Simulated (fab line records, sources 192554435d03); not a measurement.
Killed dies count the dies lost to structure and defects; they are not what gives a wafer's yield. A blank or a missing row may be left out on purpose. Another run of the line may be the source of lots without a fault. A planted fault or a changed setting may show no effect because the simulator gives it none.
Problem report in the 8D (eight disciplines) form, filled by code -- flow n5_finfet -- the parts of the form that need people (team, actions taken, sign-off) are left out

== 1. WHAT WENT WRONG ==
Mean of cf4_flow_sccm at N5_BEOL_M8_ETCH_65: 70.0 sccm across 3 wafers in 2 lots; on wafers with no fault it is 100.0 sccm (standard deviation 0.34). That is -88 standard deviations from the usual mean.
The step: etches SiARC in CF4, target depth 15.6 nm, time 26 s.
Earliest sighting: wafer L824.1 on rie_diel-03 at day 13 04:40. At this step, 31 wafers from 11 lots have a number in the record. By rule, "out" or "out of limits" means more than 4 standard deviations away from the usual mean. Any other wafer with a number is counted as sound.

== 2. WHAT IT IS, WHAT IT ISN'T ==
question,is,is not
which readings at this step,cf4_flow_sccm,"drypump_motor_current_A, oes_product_au, rf_vpp_V"
which lots,"L823, L824","L810, L811, L812, L820, L825, L826, L827, L830, L831"
which wafers of those lots,"L823.1, L823.5, L824.1","L823.3, L824.5, L824.6"
read on which tools,rie_diel-03,rie_diel-05
when,from day 13 04:40,"up to then (13 sound wafers); but 15 sound wafers of L823, L825, L826, L827, L830, L831 came after"

== 3. THE SUSPECTS, EACH WITH WHAT RULES IT OUT ==
Counting: if a tool at a process step up to the reading ran every lot that is out, it stays a suspect. Sound lots after the first of them don't rule it out here, since some wafers of a struck lot are sound.
- pvd_sputter-01 at N5_BEOL_M8_HM_DEP_02 (deposits TiN, target thk 20 nm): kept. Every lot that is out went through it, the first being L824 (day 12 20:57); the last sound lot it ran before that was L820 (day 11 08:44).
- rie_diel-03 at N5_BEOL_M8_ETCH_65 (etches SiARC in CF4, target depth 15.6 nm, time 26 s): kept. Every lot that is out went through it, the first being L824 (day 13 04:40); the last sound lot it ran before that was L820 (day 11 15:22). Its own readings are out on those wafers: cf4_flow_sccm.
- Within rie_diel-03 at N5_BEOL_M8_ETCH_65: the wafers that are out ran in chamber 0; their sound lot-mates ran in chambers 2, 3.
The count leaves rie_diel-03 at N5_BEOL_M8_ETCH_65 and pvd_sputter-01 at N5_BEOL_M8_HM_DEP_02.

== 4. THE CAUSE (what the simulator had put in) ==
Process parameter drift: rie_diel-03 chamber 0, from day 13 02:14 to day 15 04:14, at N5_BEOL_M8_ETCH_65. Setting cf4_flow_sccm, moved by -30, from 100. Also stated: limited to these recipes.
Counting left 2 suspects, and this tool is among them.

== 5. SEQUENCE OF EFFECTS, ordered by route ==
Each row: a reading where the mean over the struck wafers with a number is more than 3 standard deviations away from the usual. Scope: only readings with a usual standard deviation given in the record; hours: median across lots of the time from each lot's start at the first step in this table that gives one to its start at this step; sigmas: change in usual standard deviations.
hours,step,reading,usual,on struck wafers,change,sigmas
0,N5_BEOL_M8_ETCH_65,cf4_flow_sccm,100.0 sccm,70.0,-30.0,-88
0,N5_BEOL_M8_ETCH_65,etch_rf_on_time_s,26.2 s,28.2,+2.0,+3.0
Its process steps:
- N5_BEOL_M8_ETCH_65: etches SiARC in CF4, target depth 15.6 nm, time 26 s.

== 6. WHAT WOULD HAVE CAUGHT IT SOONER ==
The fault began at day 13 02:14; the first out-of-limits reading in this record came at day 13 04:40, 2 hours later.
